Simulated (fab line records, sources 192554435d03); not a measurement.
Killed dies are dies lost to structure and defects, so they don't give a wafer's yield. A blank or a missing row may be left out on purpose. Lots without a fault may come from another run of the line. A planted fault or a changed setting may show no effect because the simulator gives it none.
Split-lot experiment | flow n5_finfet | 7 lots, 21 wafers read, on a route of 1938 steps

THE SPLIT
At N5_HKMG_FIN_COAT_66 (time 60 s, resist thk 300 nm), the setting spin_rpm was moved away from the recipe's 1500 rpm on 8 of the 21 wafers read, by -10.4% to +8.9%. The other wafers ran this setting at the recipe's value.

The reading is taken at the split's own step.

THE READING
SOC_of_HKMG_FIN_COAT_66.thk_nm (the simulator's own value, which no gauge read), in nm, at N5_HKMG_FIN_COAT_66 (time 60 s, resist thk 300 nm). The file gives no usual value for it. The 13 wafers here that ran the recipe average 300.0 nm, standard deviation 0.56 nm.

wafer  | tool, chamber at the split | spin_rpm as run, rpm | against the recipe | SOC_of_HKMG_FIN_COAT_66.thk_nm, nm | against lot-mates on the recipe
L076.1 | litho_track-02, 0          | 1377                 | -8.2%              | 313                                | +12.8
L076.5 | litho_track-02, 0          | 1500                 | recipe             | 300.2                              | -
L076.6 | litho_track-02, 0          | 1377                 | -8.2%              | 313.2                              | +13.0
L077.2 | litho_track-01, 0          | 1500                 | recipe             | 300.4                              | -
L077.4 | litho_track-01, 0          | 1344                 | -10.4%             | 317                                | +16.6
L077.6 | litho_track-01, 0          | 1344                 | -10.4%             | 317.8                              | +17.4
L079.2 | litho_track-03, 0          | 1500                 | recipe             | 299.2                              | -
L079.3 | litho_track-03, 0          | 1624                 | +8.3%              | 288.8                              | -10.4
L079.4 | litho_track-03, 0          | 1624                 | +8.3%              | 288.8                              | -10.4
L085.2 | litho_track-03, 0          | 1500                 | recipe             | 299.2                              | -
L085.3 | litho_track-03, 0          | 1500                 | recipe             | 299.6                              | -
L085.4 | litho_track-03, 0          | 1500                 | recipe             | 300.2                              | -
L086.2 | litho_track-03, 0          | 1500                 | recipe             | 299.4                              | -
L086.4 | litho_track-03, 0          | 1500                 | recipe             | 300.4                              | -
L086.6 | litho_track-03, 0          | 1500                 | recipe             | 300.4                              | -
L088.2 | litho_track-02, 0          | 1634                 | +8.9%              | 287.2                              | -12.6
L088.5 | litho_track-02, 0          | 1500                 | recipe             | 300                                | -
L088.6 | litho_track-02, 0          | 1500                 | recipe             | 299.6                              | -
L096.1 | litho_track-03, 0          | 1602                 | +6.8%              | 291.4                              | -9.5
L096.2 | litho_track-03, 0          | 1500                 | recipe             | 300.8                              | -
L096.4 | litho_track-03, 0          | 1500                 | recipe             | 301                                | -

THE FIT
A straight line over all 21 wafers: SOC_of_HKMG_FIN_COAT_66.thk_nm changes by -1.52 nm for each +1% of spin_rpm; r = -1.00; the points scatter about the line by 0.82 nm.
The same after taking each lot's own level away (the mean of its wafers on the recipe; 21 wafers): -1.49 nm for each +1%; r = -1.00; scatter 0.76 nm.
On that fit, the largest move of spin_rpm shifts the reading by 15 nm.
The lots' own levels span 299.20 to 300.90 nm, that is 3.0 times the standard deviation above.
So the lot-to-lot level changes the slope little: the two slopes agree.
Check: with one of the wafers moved furthest among these (-10.4%) left out of the fit, the line predicts +15.7 nm for it against its lot-mates. It came out at +16.6 nm against them.

OTHER SPLITS ON THESE WAFERS
These wafers also went through other splits before the reading. Each is held against what the fit with the lots' levels taken away leaves over:
other split on the same wafers   | wafers away from the commonest value | r with SOC_of_HKMG_FIN_COAT_66.thk_nm (lot level and that fit taken away)
N5_HKMG_FIN_HK_ALD_01 ald_cycles | 8                                    | -0.10

THE FILE'S OWN FIT
SOC_of_HKMG_FIN_COAT_66.thk_nm changes by -1.48 nm for each +1% of spin_rpm, r = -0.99.
